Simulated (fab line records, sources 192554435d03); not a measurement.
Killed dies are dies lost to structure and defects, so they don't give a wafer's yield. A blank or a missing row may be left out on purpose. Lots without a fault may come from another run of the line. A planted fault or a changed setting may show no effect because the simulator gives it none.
fab line records | flow n5_finfet
record lots=24 wafers=72 last_day=18
route steps=1938 shown BEOL_M1@790
lots that met no fault: from a run of the same line without faults
start_h: hours from the record's first day to the start of the lot's first wafer shown | wait_h: hours since the lot's step before | " the same as in the row above | L1.1+2: a row that stands for several wafers | - no value, or no start given | * or withheld: withheld | < > ~ a bound
route shown NAME@n: a module of which the file shows steps, and the number in the route of the first | usual: mean/standard deviation of fault-free wafers | same: alike in all rows | chamber/n: place in a boat | sites: the reading at each site | _std_site: their standard deviation | _edge_site: outer sites' mean less inner sites' | radius_mm: how far each site lies from the wafer's centre | mask NAME#n: copy n | behind: the tool/chamber that last shaped the wafer | hold: why the lot was held/for how many hours/how that ended | device: the transistor (n, p or np) that didn't switch | end of line: the same wafers' tests at the end of the route | a step without rows: its recipe alone | killed: dies lost to structure and defects at the first sort, not the wafer's yield | map: a wafer's dies, x killed, . not, _ none there
set.NAME: the setting as run; set.NAME@STEP: as run at that earlier step | model.NAME: the simulator's own value behind a step, which no gauge read
steps of the route over a sample of lots; a table a step, a row a wafer
services: from which hour (start_h, from the record's first day; less than 0 if before it) a tool's chamber was out of use, for how many hours, and why
## steps
# step N5_BEOL_M1_ETCH_77
# recipe chemistry=N2/H2 target=underlayer target_depth_a=65 mask_material=CAR-EUV time_s=5.2 ion_energy_ev=200 pressure_mtorr=30 source_w=840 bias_w=150 n2_flow_sccm=200 h2_flow_sccm=200 ends=cleared
# usual drypump_motor_current_A=5.9/0.58 etch_rf_on_time_s=5.17/0.07 oes_product_au=0.67/0.085 rf_vpp_V=524.3/2.9 showerhead_plenum_p_Torr=2.56/0.1 throttle_valve_pct=17.81/0.24
# columns lot.wafer tool chamber start_h wait_h drypump_motor_current_A etch_rf_on_time_s oes_product_au rf_hours_counter_h rf_vpp_V showerhead_plenum_p_Torr throttle_valve_pct
L074.3 rie_diel-04 1 124.75 0.0 5.4 5.27 0.59 241 525.6 2.60 18.01
L074.4 " 0 " " 5.4 5.23 0.68 137 526.5 2.66 18.02
L074.5 " 3 " " 6.7 5.23 0.61 - 522.7 2.42 17.62
L075.1 rie_diel-01 1 129.33 0.0 4.7 5.25 0.59 245 528.2 2.61 18.22
L075.3 " 3 " " 6.2 5.13 0.68 88 523.6 2.46 17.62
L075.6 " 3 " " 6.2 5.15 0.69 - 522.5 2.46 17.62
L076.1 rie_diel-03 0 138.70 0.0 5.1 5.22 0.63 152 521.4 2.44 17.65
L076.3 " 2 " " 5.5 5.19 0.64 171 524.0 2.53 18.07
L076.4 " 0 " " 5.1 5.16 0.63 - 521.0 2.44 17.65
L077.1 rie_diel-01 1 142.36 0.0 4.7 5.31 0.57 249 525.3 2.61 18.20
L077.3 " 2 " " 6.6 5.29 0.57 237 523.7 2.50 18.25
L077.6 " 1 " " 4.7 5.28 0.57 - 525.2 2.61 18.20
L079.1 rie_diel-01 3 153.86 0.0 6.2 5.09 0.67 98 521.9 2.46 17.65
L079.4 " 3 " " 6.2 5.04 0.68 - 521.2 2.46 17.63
L079.6 " 2 " " 6.6 5.14 0.58 - 521.3 2.50 18.25
L078.1 rie_diel-03 0 157.29 0.0 5.1 5.16 0.64 159 521.4 2.43 17.66
L078.4 " 3 " " 6.5 5.14 0.82 3 530.4 2.71 17.46
L078.5 " 1 " " 6.1 5.19 0.63 - 526.8 2.66 17.88
L080.1 rie_diel-01 0 161.39 0.0 5.8 5.12 0.82 16 528.2 2.71 17.52
L080.3 " 3 " " 6.2 5.12 0.67 102 520.7 2.46 17.66
L080.5 " 2 " " 6.6 5.28 0.57 - 523.4 2.50 18.26
L081.1 rie_diel-04 2 163.51 0.0 6.1 5.25 0.60 220 523.0 2.51 18.04
L081.2 " 3 " " 6.8 5.22 0.58 208 520.3 2.41 17.63
L081.5 " 2 " " 6.1 5.24 0.60 - 524.6 2.51 18.02
L082.1 rie_diel-01 1 179.53 0.0 4.7 5.13 0.83 5 527.0 2.61 17.78
L082.5 " 1 " " 4.7 5.08 0.82 - 527.8 2.61 17.78
L082.6 " 0 " " 5.9 5.17 0.81 - 526.3 2.70 17.50
L083.4 rie_diel-04 0 189.17 0.0 5.4 5.26 0.64 160 523.9 2.65 18.08
L083.5 " 1 " " 5.4 5.07 0.81 - 527.1 2.59 17.62
L083.6 " 0 " " 5.4 5.22 0.66 - 526.8 2.65 18.09
L084.2 rie_diel-03 0 189.42 0.0 5.1 5.23 0.63 169 521.4 2.43 17.66
L084.4 " 2 " " 5.5 5.17 0.64 188 524.3 2.52 18.12
L084.5 " 0 " " 5.1 5.16 0.63 - 523.0 2.43 17.63
L085.2 rie_diel-01 3 200.20 0.0 6.2 5.20 0.65 116 522.0 2.45 17.70
L085.4 " 3 " " 6.2 5.15 0.66 - 520.7 2.45 17.68
L085.6 " 0 " " 5.9 5.11 0.77 - 528.0 2.70 17.51
L086.1 rie_diel-04 3 203.87 0.0 6.8 5.25 0.58 220 520.1 2.41 17.65
L086.2 " 1 " " 5.4 5.12 0.79 17 524.4 2.59 17.65
L086.3 " 0 " " 5.4 5.29 0.64 167 526.7 2.65 18.09
L088.1 rie_diel-03 3 211.24 0.0 6.4 5.16 0.77 20 530.2 2.70 17.48
L088.4 " 2 " " 5.5 5.16 0.62 195 523.7 2.52 18.11
L088.6 " 1 " " 6.1 5.21 0.63 - 525.9 2.65 17.91
L087.1 rie_diel-04 2 211.47 0.0 6.1 5.12 0.60 238 522.7 2.50 18.09
L087.2 " 1 " " 5.4 5.09 0.80 18 525.9 2.59 17.64
L087.6 " 3 " " 6.8 5.21 0.58 - 519.7 2.41 17.67
L090.3 rie_diel-03 2 221.77 0.0 5.5 5.22 0.62 199 525.5 2.52 18.12
L090.4 " 3 " " 6.4 5.18 0.76 24 529.2 2.70 17.48
L090.5 " 0 " " 5.2 5.19 0.61 - 520.6 2.43 17.69
L089.2 rie_diel-03 3 221.88 0.0 6.4 5.15 0.76 24 527.2 2.70 17.49
L089.3 " 2 " " 5.5 5.10 0.62 199 521.6 2.52 18.13
L089.5 " 3 " " 6.4 5.13 0.75 - 527.4 2.70 17.50
L091.2 rie_diel-01 3 227.49 0.0 6.3 5.15 0.65 124 520.7 2.45 17.69
L091.4 " 2 " " 6.6 5.03 0.81 - 522.0 2.50 17.84
L091.6 " 3 " " 6.2 5.16 0.65 - 522.2 2.45 17.70
L092.2 rie_diel-03 3 229.58 0.0 6.4 5.15 0.75 28 526.1 2.70 17.47
L092.3 " 0 " " 5.1 5.17 0.62 182 521.7 2.42 17.69
L092.5 " 1 " " 6.1 5.18 0.62 - 524.4 2.65 17.93
L093.1 rie_diel-04 0 244.51 0.0 5.3 5.27 0.64 179 528.3 2.64 18.12
L093.4 " 0 " " 5.3 5.20 0.64 - 527.0 2.64 18.13
L093.6 " 2 " " 6.1 5.25 0.58 - 521.9 2.50 18.08
L094.1 rie_diel-01 3 245.21 0.0 6.2 5.17 0.65 128 522.3 2.45 17.70
L094.3 " 2 " " 6.5 4.98 0.79 11 521.4 2.49 17.85
L094.4 " 1 " " 4.7 5.11 0.78 17 524.4 2.60 17.81
L095.2 rie_diel-03 1 257.66 0.0 6.1 5.27 0.61 167 527.4 2.65 17.92
L095.3 " 3 " " 6.4 5.22 0.73 37 530.3 2.69 17.52
L095.4 " 0 " " 5.1 5.15 0.62 192 520.3 2.42 17.70
L096.3 rie_diel-03 0 262.90 0.0 5.1 5.19 0.61 193 518.2 2.42 17.70
L096.4 " 3 " " 6.4 5.15 0.75 38 527.6 2.69 17.52
L096.5 " 3 " " 6.4 5.18 0.72 - 526.5 2.69 17.51
L097.2 rie_diel-01 0 266.52 0.0 5.9 5.06 0.77 49 527.3 2.69 17.55
L097.3 " 3 " " 6.2 5.10 0.65 135 523.2 2.45 17.70
L097.4 " 2 " " 6.6 4.93 0.78 17 520.8 2.49 17.87
# step N5_BEOL_M1_ETCH_41
# recipe chemistry=CH3F/O2 target=SiCN target_depth_a=319 taper_deg=2 time_s=57.8 ion_energy_ev=120 mask_material=TiN pressure_mtorr=30 source_w=395 bias_w=75 Ar_flow_sccm=150 CH3F_flow_sccm=30 O2_flow_sccm=20
# usual drypump_motor_current_A=5.8/0.62 mfc_ar_sccm=150.0/0.41 oes_product_au=0.82/0.11 rf_vpp_V=297.7/1.9 showerhead_plenum_p_Torr=2.02/0.081 throttle_valve_pct=16.25/0.21
# columns lot.wafer tool chamber start_h wait_h drypump_motor_current_A mfc_ar_sccm oes_product_au rf_hours_counter_h rf_vpp_V showerhead_plenum_p_Torr throttle_valve_pct
L074.3 rie_diel-01 0 - - 5.8 150.1 1.00 3 300.9 2.13 15.98
L074.4 " 3 " " 6.2 149.9 0.81 88 295.5 1.94 16.08
L074.5 " 0 " " 5.9 151.0 0.99 - 299.4 2.13 15.95
L075.1 rie_diel-04 1 - - 5.4 149.6 0.68 244 298.5 2.06 16.65
L075.3 " 0 " " 5.4 150.0 0.78 140 299.7 2.09 16.45
L075.6 " 1 " " 5.4 150.1 0.68 - 297.8 2.06 16.63
L076.1 rie_diel-03 0 - - 5.1 150.4 0.74 153 295.8 1.92 16.17
L076.3 " 2 " " 5.5 150.6 0.73 172 298.7 2.00 16.43
L076.4 " 0 " " 5.1 150.2 0.74 - 296.8 1.92 16.18
L077.1 rie_diel-01 3 - - 6.2 150.4 0.81 96 297.2 1.93 16.10
L077.3 " 2 " " 6.6 149.9 0.68 239 297.3 1.97 16.68
L077.6 " 0 " " 5.8 149.7 0.96 - 301.0 2.13 15.98
L079.1 rie_diel-03 3 - - 6.4 150.1 0.97 2 298.9 2.14 15.92
L079.4 " 2 " " 5.4 149.2 0.74 177 297.0 2.00 16.45
L079.6 " 3 " " 6.4 149.5 0.96 - 300.8 2.14 15.92
L078.1 rie_diel-01 2 - - 6.6 150.3 0.68 245 297.2 1.97 16.71
L078.4 " 3 " " 6.2 150.2 0.79 - 296.1 1.93 16.13
L078.5 " 2 " " 6.5 150.2 0.67 - 296.7 1.97 16.68
L080.1 rie_diel-01 1 - - 4.7 149.9 0.99 1 297.6 2.05 16.21
L080.3 " 3 " " 6.2 149.7 0.79 102 296.5 1.93 16.10
L080.5 " 1 " " 4.7 150.4 0.99 - 297.7 2.05 16.22
L081.1 rie_diel-01 3 - - 6.2 149.6 0.79 104 294.3 1.93 16.12
L081.2 " 1 " " 4.7 150.2 0.99 2 298.9 2.05 16.23
L081.5 " 1 " " 4.7 150.3 0.98 - 299.4 2.05 16.22
L082.1 rie_diel-01 3 - - 6.2 149.6 0.78 108 297.6 1.93 16.11
L082.5 " 1 " " 4.7 149.2 0.96 - 296.2 2.05 16.22
L082.6 " 3 " " 6.2 149.8 0.79 - 295.8 1.93 16.13
L083.4 rie_diel-01 0 - - 5.8 149.8 0.92 - 301.1 2.12 16.02
L083.5 " 1 " " 4.7 149.9 0.96 - 298.2 2.05 16.24
L083.6 " 3 " " 6.2 149.4 0.78 - 294.5 1.93 16.14
L084.2 rie_diel-03 2 - - 5.4 150.8 0.73 190 296.6 1.99 16.47
L084.4 " 0 " " 5.1 149.8 0.73 171 296.0 1.91 16.20
L084.5 " 1 " " 6.1 150.2 0.74 - 297.1 2.08 16.39
L085.2 rie_diel-01 0 - - 5.8 150.5 0.93 33 298.8 2.12 16.02
L085.4 " 2 " " 6.6 149.7 1.00 1 297.2 1.97 16.26
L085.6 " 0 " " 5.8 150.3 0.92 - 299.8 2.12 16.01
L086.1 rie_diel-03 3 - - 6.4 149.8 0.91 19 299.5 2.13 15.97
L086.2 " 2 " " 5.5 150.2 0.73 193 297.7 1.99 16.48
L086.3 " 1 " " 6.1 150.1 0.73 149 299.5 2.08 16.40
L087.1 rie_diel-01 3 - - 6.2 149.8 0.77 122 296.3 1.93 16.16
L087.2 " 2 " " 6.6 150.3 0.96 4 297.2 1.97 16.24
L087.6 " 2 " " 6.6 150.6 0.96 - 295.5 1.97 16.24
L088.1 rie_diel-03 1 - - 6.1 149.5 0.73 151 298.8 2.08 16.42
L088.4 " 2 " " 5.5 150.1 0.73 195 297.8 1.99 16.49
L088.6 " 3 " " 6.4 150.0 0.91 - 299.9 2.13 15.95
L090.3 rie_diel-04 2 - - 6.1 150.5 0.69 241 296.9 1.97 16.52
L090.4 " 1 " " 5.4 149.7 0.92 21 298.1 2.05 16.23
L090.5 " 0 " " 5.4 150.3 0.76 - 299.0 2.08 16.50
L089.2 rie_diel-04 3 - - 6.7 149.7 0.68 226 294.1 1.89 16.24
L089.3 " 0 " " 5.3 149.7 0.76 172 299.6 2.08 16.52
L089.5 " 2 " " 6.1 151.0 0.69 - 296.9 1.97 16.53
L091.2 rie_diel-04 2 - - 6.1 150.8 0.69 244 296.9 1.97 16.53
L091.4 " 0 " " 5.4 150.5 0.76 174 298.9 2.08 16.52
L091.6 " 1 " " 5.4 149.9 0.91 - 297.5 2.05 16.25
L092.2 rie_diel-01 3 - - 6.2 150.2 0.76 125 295.3 1.92 16.15
L092.3 " 1 " " 4.7 150.5 0.94 14 300.3 2.05 16.22
L092.5 " 2 " " 6.6 150.0 0.94 - 295.5 1.97 16.26
L093.1 rie_diel-01 0 - - 5.9 149.3 0.89 43 299.6 2.11 16.07
L093.4 " 3 " " 6.2 150.1 0.76 129 295.6 1.92 16.18
L093.6 " 1 " " 4.7 150.3 0.92 - 299.3 2.05 16.25
L094.1 rie_diel-03 3 - - 6.4 149.8 0.87 34 300.9 2.13 16.00
L094.3 " 1 " " 6.1 150.3 0.71 164 300.3 2.08 16.44
L094.4 " 0 " " 5.2 150.6 0.71 188 295.6 1.91 16.22
L095.2 rie_diel-01 0 - - 5.8 150.1 0.89 49 300.5 2.11 16.05
L095.3 " 1 " " 4.7 150.0 0.90 24 297.8 2.05 16.26
L095.4 " 3 " " 6.2 150.7 0.75 134 296.6 1.92 16.18
L096.3 rie_diel-03 2 - - 5.5 149.4 0.71 213 296.3 1.98 16.51
L096.4 " 0 " " 5.1 150.2 0.71 194 296.3 1.91 16.23
L096.5 " 0 " " 5.1 150.2 0.71 - 294.3 1.91 16.24
L097.2 rie_diel-03 2 - - 5.5 150.5 0.71 214 296.1 1.98 16.51
L097.3 " 1 " " 6.1 149.5 0.71 170 299.2 2.07 16.46
L097.4 " 0 " " 5.1 150.8 0.71 195 295.1 1.91 16.24
# step N5_BEOL_M1_CD_MEAS_35
# recipe target_cd_nm=18 target_cd_y_nm=21 polarity=opening
# usual cd_nm=18.05/0.29
# columns lot.wafer tool chamber start_h wait_h cd_nm
L074.3 cd_sem-01 - 128.28 0.0 17.86
L074.4 " - " " 18.00
L074.5 " - " " 18.27
L075.1 cd_sem-03 - 131.76 0.0 18.06
L075.3 " - " " 17.89
L075.6 " - " " 17.87
L076.1 cd_sem-01 - 144.10 0.0 18.15
L076.3 " - " " 18.18
L076.4 " - " " 17.97
L077.1 cd_sem-02 - 147.05 0.0 18.16
L077.3 " - " " 17.93
L077.6 " - " " 18.34
L079.1 cd_sem-02 - 154.95 0.0 18.21
L079.4 " - " " 18.15
L079.6 " - " " 17.90
L078.1 cd_sem-02 - 159.32 0.0 17.56
L078.4 " - " " 18.42
L078.5 " - " " 18.09
L080.1 cd_sem-03 - 164.24 0.0 18.27
L080.3 " - " " 17.97
L080.5 " - " " 17.95
L081.1 cd_sem-02 - 169.31 0.0 18.07
L081.2 " - " " 17.91
L081.5 " - " " 18.14
L082.1 cd_sem-03 - 183.57 0.0 17.85
L082.5 " - " " 17.82
L082.6 " - " " 17.35
L083.4 cd_sem-03 - 190.92 0.0 18.43
L083.5 " - " " 17.56
L083.6 " - " " 18.07
L084.2 cd_sem-02 - 194.94 0.0 18.15
L084.4 " - " " 17.96
L084.5 " - " " 18.25
L085.2 cd_sem-01 - 204.53 0.0 18.47
L085.4 " - " " 18.13
L085.6 " - " " 18.41
L086.1 cd_sem-02 - 205.00 0.0 17.54
L086.2 " - " " 17.71
L086.3 " - " " 17.81
L087.1 cd_sem-02 - 212.92 0.0 17.96
L087.2 " - " " 18.16
L087.6 " - " " 17.50
L088.1 cd_sem-02 - 213.02 0.0 18.54
L088.4 " - " " 18.61
L088.6 " - " " 18.43
L090.3 cd_sem-01 - 223.46 0.0 18.30
L090.4 " - " " 18.01
L090.5 " - " " 18.05
L089.2 cd_sem-01 - 226.16 0.0 17.68
L089.3 " - " " 18.10
L089.5 " - " " 18.14
L091.2 cd_sem-02 - 230.66 0.0 17.49
L091.4 " - " " 18.31
L091.6 " - " " 17.77
L092.2 cd_sem-02 - 233.83 0.0 18.47
L092.3 " - " " 17.88
L092.5 " - " " 17.85
L093.1 cd_sem-02 - 247.51 0.0 18.03
L093.4 " - " " 17.99
L093.6 " - " " 18.12
L094.1 cd_sem-01 - 247.51 0.0 18.45
L094.3 " - " " 18.15
L094.4 " - " " 17.96
L095.2 cd_sem-03 - 264.76 0.0 18.66
L095.3 " - " " 17.94
L095.4 " - " " 17.80
L096.3 cd_sem-01 - 264.80 0.0 18.27
L096.4 " - " " 17.75
L096.5 " - " " 17.56
L097.2 cd_sem-02 - 269.34 0.0 18.19
L097.3 " - " " 18.32
L097.4 " - " " 18.58
# step N5_BEOL_M1_SURFACE_TREAT_85
# recipe gas=Ar time_s=* ion_energy_ev=* ion_current_ma_cm2=0.5 pressure_mtorr=* ar_flow_sccm=30
# usual throttle_valve_pct=*
# columns lot.wafer tool chamber start_h wait_h throttle_valve_pct
L074.3 pvd_sputter-02 - 128.73 0.1 *
L074.4 " - " " *
L074.5 " - " " *
L075.1 pvd_sputter-01 - 132.14 0.1 *
L075.3 " - " " *
L075.6 " - " " *
L076.1 pvd_sputter-03 - 145.05 0.2 *
L076.3 " - " " *
L076.4 " - " " *
L077.1 pvd_sputter-01 - 147.99 0.2 *
L077.3 " - " " *
L077.6 " - " " *
L079.1 pvd_sputter-01 - 155.46 0.1 *
L079.4 " - " " *
L079.6 " - " " *
L078.1 pvd_sputter-03 - 160.74 0.3 *
L078.4 " - " " *
L078.5 " - " " *
L080.1 pvd_sputter-02 - 164.95 0.2 *
L080.3 " - " " *
L080.5 " - " " *
L081.1 pvd_sputter-02 - 170.05 0.2 *
L081.2 " - " " *
L081.5 " - " " *
L082.1 pvd_sputter-03 - 184.67 0.3 *
L082.5 " - " " *
L082.6 " - " " *
L083.4 pvd_sputter-03 - 191.90 0.2 *
L083.5 " - " " *
L083.6 " - " " *
L084.2 pvd_sputter-01 - 195.64 0.2 *
L084.4 " - " " *
L084.5 " - " " *
L085.2 pvd_sputter-01 - 205.30 0.2 *
L085.4 " - " " *
L085.6 " - " " *
L086.1 pvd_sputter-02 - 208.07 0.2 *
L086.2 " - " " *
L086.3 " - " " *
L087.1 pvd_sputter-01 - 213.55 0.2 *
L087.2 " - " " *
L087.6 " - " " *
L088.1 pvd_sputter-03 - 213.66 0.1 *
L088.4 " - " " *
L088.6 " - " " *
L090.3 pvd_sputter-01 - 224.35 0.3 *
L090.4 " - " " *
L090.5 " - " " *
L089.2 pvd_sputter-02 - 227.05 0.2 *
L089.3 " - " " *
L089.5 " - " " *
L091.2 pvd_sputter-01 - 231.38 0.1 *
L091.4 " - " " *
L091.6 " - " " *
L092.2 pvd_sputter-03 - 235.31 0.6 *
L092.3 " - " " *
L092.5 " - " " *
L094.1 pvd_sputter-02 - 248.28 0.1 *
L094.3 " - " " *
L094.4 " - " " *
L093.1 pvd_sputter-01 - 248.37 0.2 *
L093.4 " - " " *
L093.6 " - " " *
L095.2 pvd_sputter-02 - 265.57 0.1 *
L095.3 " - " " *
L095.4 " - " " *
L096.3 pvd_sputter-03 - 265.58 0.1 *
L096.4 " - " " *
L096.5 " - " " *
L097.2 pvd_sputter-03 - 270.26 0.1 *
L097.3 " - " " *
L097.4 " - " " *
# step N5_BEOL_M1_SPUTTER_86
# recipe material=Cu target_thk_a=45 temp_c=-20 chamber_pressure_pa=0.07 power_w=withheld time_s=8.29
# usual chuck_gas_flow_sccm=1.24/0.049 susceptor_temp_C=-20.03/0.11 throttle_valve_pct=29.9/0.84
# columns lot.wafer tool chamber start_h wait_h chuck_gas_flow_sccm susceptor_temp_C throttle_valve_pct
L074.3 pvd_sputter-01 - 130.03 0.1 1.20 -20.16 31.4
L074.4 " - " " 1.31 -20.14 28.9
L074.5 " - " " 1.27 -20.18 31.7
L075.1 pvd_sputter-01 - 134.85 0.1 1.26 -20.10 28.9
L075.3 " - " " 1.23 -19.86 30.2
L075.6 " - " " 1.25 -20.18 29.9
L076.1 pvd_sputter-03 - 145.95 0.1 1.27 -19.94 30.4
L076.3 " - " " 1.22 -20.17 30.1
L076.4 " - " " 1.34 -20.07 30.8
L077.1 pvd_sputter-02 - 148.88 0.1 1.21 -19.85 28.9
L077.3 " - " " 1.24 -20.00 29.6
L077.6 " - " " 1.19 -20.06 29.7
L079.1 pvd_sputter-03 - 157.94 0.1 1.24 -19.91 30.2
L079.4 " - " " 1.22 -19.99 29.9
L079.6 " - " " 1.23 -20.07 29.8
L078.1 pvd_sputter-01 - 161.78 0.1 1.21 -19.98 30.6
L078.4 " - " " 1.21 -20.04 30.5
L078.5 " - " " 1.21 -19.90 29.2
L080.1 pvd_sputter-02 - 166.13 0.1 1.17 -19.96 29.7
L080.3 " - " " 1.29 -20.17 28.8
L080.5 " - " " 1.19 -20.10 28.9
L081.1 pvd_sputter-02 - 172.59 0.1 1.24 -20.01 29.8
L081.2 " - " " 1.20 -20.22 28.8
L081.5 " - " " 1.27 -20.05 29.2
L082.1 pvd_sputter-02 - 185.60 0.1 1.40 -19.98 28.9
L082.5 " - " " 1.26 -20.12 28.7
L082.6 " - " " 1.15 -20.14 29.0
L083.4 pvd_sputter-03 - 192.98 0.1 1.22 -20.02 29.9
L083.5 " - " " 1.25 -20.11 30.4
L083.6 " - " " 1.28 -19.98 29.8
L084.2 pvd_sputter-03 - 196.70 0.1 1.25 -19.89 30.7
L084.4 " - " " 1.26 -20.00 29.7
L084.5 " - " " 1.24 -19.97 30.8
L085.2 pvd_sputter-03 - 206.36 0.1 1.22 -19.86 30.6
L085.4 " - " " 1.19 -20.23 29.9
L085.6 " - " " 1.28 -19.99 29.8
L086.1 pvd_sputter-02 - 208.97 0.1 1.27 -19.88 29.9
L086.2 " - " " 1.30 -20.02 28.6
L086.3 " - " " 1.27 -20.09 28.7
L087.1 pvd_sputter-01 - 214.48 0.1 1.33 -20.03 29.8
L087.2 " - " " 1.24 -19.97 30.6
L087.6 " - " " 1.23 -20.11 29.1
L088.1 pvd_sputter-01 - 216.32 0.1 1.24 -20.06 31.6
L088.4 " - " " 1.19 -19.99 29.3
L088.6 " - " " 1.19 -20.09 29.3
L090.3 pvd_sputter-01 - 225.37 0.1 1.19 -19.90 30.0
L090.4 " - " " 1.10 -20.15 29.1
L090.5 " - " " 1.23 -19.91 29.2
L089.2 pvd_sputter-02 - 227.93 0.1 1.36 -19.88 28.7
L089.3 " - " " 1.25 -20.07 28.8
L089.5 " - " " 1.25 -20.00 29.6
L091.2 pvd_sputter-03 - 233.79 0.1 1.17 -20.13 29.8
L091.4 " - " " 1.34 -20.30 30.6
L091.6 " - " " 1.23 -19.85 30.2
L092.2 pvd_sputter-03 - 236.45 0.1 1.23 -19.89 29.9
L092.3 " - " " 1.26 -20.18 30.8
L092.5 " - " " 1.24 -20.09 30.5
L094.1 pvd_sputter-01 - 249.19 0.1 1.28 -19.76 29.2
L094.3 " - " " 1.25 -19.94 30.0
L094.4 " - " " 1.16 -19.92 30.8
L093.1 pvd_sputter-02 - 249.27 0.1 1.23 -19.94 28.8
L093.4 " - " " 1.21 -20.04 28.4
L093.6 " - " " 1.33 -20.16 28.6
L095.2 pvd_sputter-03 - 268.14 0.1 1.20 -20.02 30.4
L095.3 " - " " 1.21 -20.03 29.8
L095.4 " - " " 1.30 -19.99 29.8
L096.3 pvd_sputter-01 - 268.19 0.1 1.24 -20.00 31.7
L096.4 " - " " 1.17 -20.15 29.2
L096.5 " - " " 1.27 -20.11 31.7
L097.2 pvd_sputter-03 - 271.28 0.1 1.27 -20.18 29.7
L097.3 " - " " 1.24 -19.93 30.6
L097.4 " - " " 1.25 -20.07 30.4
# step N5_BEOL_M1_SPUTTER_90
# recipe material=Cu target_thk_a=45 temp_c=-20 chamber_pressure_pa=0.07 power_w=withheld time_s=8.29
# usual chuck_gas_flow_sccm=1.26/0.052 susceptor_temp_C=-20.00/0.12 throttle_valve_pct=29.9/0.82
# columns lot.wafer tool chamber start_h wait_h chuck_gas_flow_sccm susceptor_temp_C throttle_valve_pct
L074.3 pvd_sputter-01 - 130.47 0.1 1.24 -20.05 31.5
L074.4 " - " " 1.27 -20.08 29.5
L074.5 " - " " 1.26 -20.15 31.4
L075.1 pvd_sputter-01 - 135.29 0.1 1.25 -19.86 29.3
L075.3 " - " " 1.25 -20.19 30.0
L075.6 " - " " 1.27 -19.92 30.0
L076.1 pvd_sputter-03 - 146.39 0.1 1.36 -20.13 30.4
L076.3 " - " " 1.25 -20.10 30.0
L076.4 " - " " 1.29 -19.89 30.7
L077.1 pvd_sputter-02 - 149.32 0.1 1.18 -19.92 29.0
L077.3 " - " " 1.16 -20.22 29.7
L077.6 " - " " 1.22 -20.10 29.8
L079.1 pvd_sputter-03 - 158.38 0.1 1.26 -20.05 30.3
L079.4 " - " " 1.14 -19.84 30.0
L079.6 " - " " 1.31 -20.02 30.0
L078.1 pvd_sputter-01 - 162.22 0.1 1.19 -20.04 30.8
L078.4 " - " " 1.25 -20.05 30.4
L078.5 " - " " 1.28 -19.77 29.2
L080.1 pvd_sputter-02 - 166.57 0.1 1.25 -19.85 30.0
L080.3 " - " " 1.24 -20.16 29.0
L080.5 " - " " 1.25 -20.03 29.2
L081.1 pvd_sputter-02 - 173.03 0.1 1.19 -19.97 29.8
L081.2 " - " " 1.30 -19.86 29.1
L081.5 " - " " 1.21 -20.11 28.9
L082.1 pvd_sputter-02 - 186.04 0.1 1.29 -19.90 29.0
L082.5 " - " " 1.30 -20.06 28.9
L082.6 " - " " 1.34 -19.97 28.7
L083.4 pvd_sputter-03 - 193.42 0.1 1.25 -20.09 29.8
L083.5 " - " " 1.12 -20.40 30.5
L083.6 " - " " 1.34 -19.99 29.8
L084.2 pvd_sputter-03 - 197.14 0.1 1.24 -20.08 30.9
L084.4 " - " " 1.29 -19.87 29.6
L084.5 " - " " 1.25 -20.04 30.8
L085.2 pvd_sputter-03 - 206.80 0.1 1.30 -20.16 30.7
L085.4 " - " " 1.25 -19.85 29.8
L085.6 " - " " 1.25 -19.83 29.9
L086.1 pvd_sputter-02 - 209.41 0.1 1.20 -20.02 30.0
L086.2 " - " " 1.23 -20.10 28.8
L086.3 " - " " 1.28 -19.86 28.9
L087.1 pvd_sputter-01 - 214.92 0.1 1.32 -19.84 29.9
L087.2 " - " " 1.27 -20.08 30.6
L087.6 " - " " 1.26 -20.05 29.3
L088.1 pvd_sputter-01 - 216.76 0.1 1.33 -19.94 31.6
L088.4 " - " " 1.25 -19.92 29.2
L088.6 " - " " 1.24 -19.92 29.1
L090.3 pvd_sputter-01 - 225.81 0.1 1.21 -20.20 29.9
L090.4 " - " " 1.14 -20.05 29.2
L090.5 " - " " 1.24 -19.96 29.3
L089.2 pvd_sputter-02 - 228.37 0.1 1.30 -19.93 28.8
L089.3 " - " " 1.27 -20.13 29.0
L089.5 " - " " 1.25 -19.69 29.8
L091.2 pvd_sputter-03 - 234.23 0.1 1.31 -19.97 29.7
L091.4 " - " " 1.31 -19.77 30.8
L091.6 " - " " 1.31 -19.91 30.5
L092.2 pvd_sputter-03 - 236.89 0.1 1.29 -20.13 29.7
L092.3 " - " " 1.22 -20.04 30.7
L092.5 " - " " 1.25 -20.03 30.2
L094.1 pvd_sputter-01 - 249.63 0.1 1.24 -19.93 28.8
L094.3 " - " " 1.30 -20.17 30.2
L094.4 " - " " 1.20 -20.02 30.5
L093.1 pvd_sputter-02 - 249.71 0.1 1.36 -20.08 28.6
L093.4 " - " " 1.22 -20.06 29.0
L093.6 " - " " 1.23 -20.01 28.7
L095.2 pvd_sputter-03 - 268.58 0.1 1.27 -19.90 30.2
L095.3 " - " " 1.32 -20.03 29.7
L095.4 " - " " 1.29 -19.90 30.0
L096.3 pvd_sputter-01 - 268.63 0.1 1.22 -20.07 31.8
L096.4 " - " " 1.32 -20.06 28.9
L096.5 " - " " 1.30 -20.06 31.7
L097.2 pvd_sputter-03 - 271.72 0.1 1.29 -20.15 29.6
L097.3 " - " " 1.27 -19.92 30.7
L097.4 " - " " 1.28 -20.04 30.6
## services
# columns tool chamber start_h hours kind
pvd_sputter-02 - 104.76 2.3 repair
rie_diel-03 3 122.82 - clean
rie_diel-03 3 122.82 - consumable_replace:focus_ring
rie_diel-03 3 122.82 - consumable_replace:showerhead
rie_diel-03 3 122.82 24.2 scheduled_down
rie_diel-03 3 122.82 24.2 vent_cycle
rie_diel-03 - 123.29 14.6 pm
rie_diel-04 2 124.85 24.6 repair
rie_diel-01 1 144.70 - clean
rie_diel-01 1 144.70 - consumable_replace:focus_ring
rie_diel-01 1 144.70 16.8 scheduled_down
rie_diel-01 1 144.70 16.8 vent_cycle
rie_diel-04 0 161.53 6.6 repair
rie_diel-03 1 175.27 12.3 repair
rie_diel-01 2 178.99 - clean
rie_diel-01 2 178.99 - consumable_replace:focus_ring
rie_diel-01 2 178.99 18.5 scheduled_down
rie_diel-01 2 178.99 18.5 vent_cycle
rie_diel-04 3 193.45 8.9 repair
rie_diel-04 - 211.67 2.8 pm
rie_diel-01 - 217.33 9.7 repair
rie_diel-04 - 217.33 2.1 repair
rie_diel-01 - 229.97 2.8 pm
rie_diel-04 1 239.23 6.4 repair
## key
fault none
